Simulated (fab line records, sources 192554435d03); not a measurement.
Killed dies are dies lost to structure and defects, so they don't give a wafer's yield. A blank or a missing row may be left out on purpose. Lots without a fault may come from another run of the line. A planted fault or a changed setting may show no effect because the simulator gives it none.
Chamber matching | flow n5_finfet | N5_MOL_CONTACT_COAG_ALD_27 on ald_sin-02: 4 sister chambers
The step deposits SiOC, target thk 17 nm, pulse time 1.5 s, time 2720 s. 8 wafers are shown with their chamber, then 12 later ones without.

WAFERS WITH THEIR CHAMBER
wafer  | chamber | heater_power_w (W) | precursor_pulse_height_rel
L080.1 | 2       | 892                | 1.009
L081.5 | 0       | 791                | 1.000
L081.6 | 1       | 785                | 1.009
L083.3 | 2       | 906                | 1.013
L083.5 | 0       | 783                | 0.981
L084.3 | 1       | 798                | 0.964
L084.4 | 3       | 780                | 0.992
L084.6 | 3       | 784                | 1.024

WAFERS WITHOUT THEIR CHAMBER
wafer  | heater_power_w (W) | precursor_pulse_height_rel
L085.2 | 814                | 0.948
L085.4 | 785                | 0.983
L085.5 | 773                | 0.987
L090.2 | 792                | 1.011
L090.5 | 788                | 1.037
L090.6 | 761                | 1.016
L094.1 | 767                | 0.992
L094.2 | 903                | 1.015
L094.3 | 763                | 1.011
L095.2 | 762                | 1.014
L095.3 | 791                | 1.016
L095.5 | 778                | 1.002

WHICH CHAMBER EACH WENT THROUGH
wafer  | from the rows above          | in truth
L085.2 | can't be placed: 1 or 0 or 3 | 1
L085.4 | can't be placed: 0 or 1 or 3 | 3
L085.5 | can't be placed: 3 or 0 or 1 | 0
L090.2 | can't be placed: 1 or 0 or 3 | 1
L090.5 | can't be placed: 3 or 0 or 1 | 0
L090.6 | can't be placed: 3 or 0 or 1 | 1
L094.1 | can't be placed: 3 or 0 or 1 | 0
L094.2 | 2                            | 2
L094.3 | can't be placed: 3 or 0 or 1 | 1
L095.2 | can't be placed: 3 or 0 or 1 | 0
L095.3 | can't be placed: 3 or 0 or 1 | 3
L095.5 | can't be placed: 3 or 0 or 1 | 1
Placed correctly: 1 of 12. Can't be placed from these rows: 11 (the true chamber is among the candidates in 11). Placed wrongly: 0.
How it was worked out, from the rows above alone: a wafer's distance from a chamber is the root of the sum, over the readings, of the square of ((its reading less the chamber's mean) divided by the reading's scatter). The wafer belongs to the nearest chamber; if the next one is less than 2 further off, it can't be placed. A chamber's mean is the mean of its shown wafers. The scatter: the root of (the sum of the squares of (reading less its chamber's mean) over the shown wafers, divided by (wafers less chambers)).
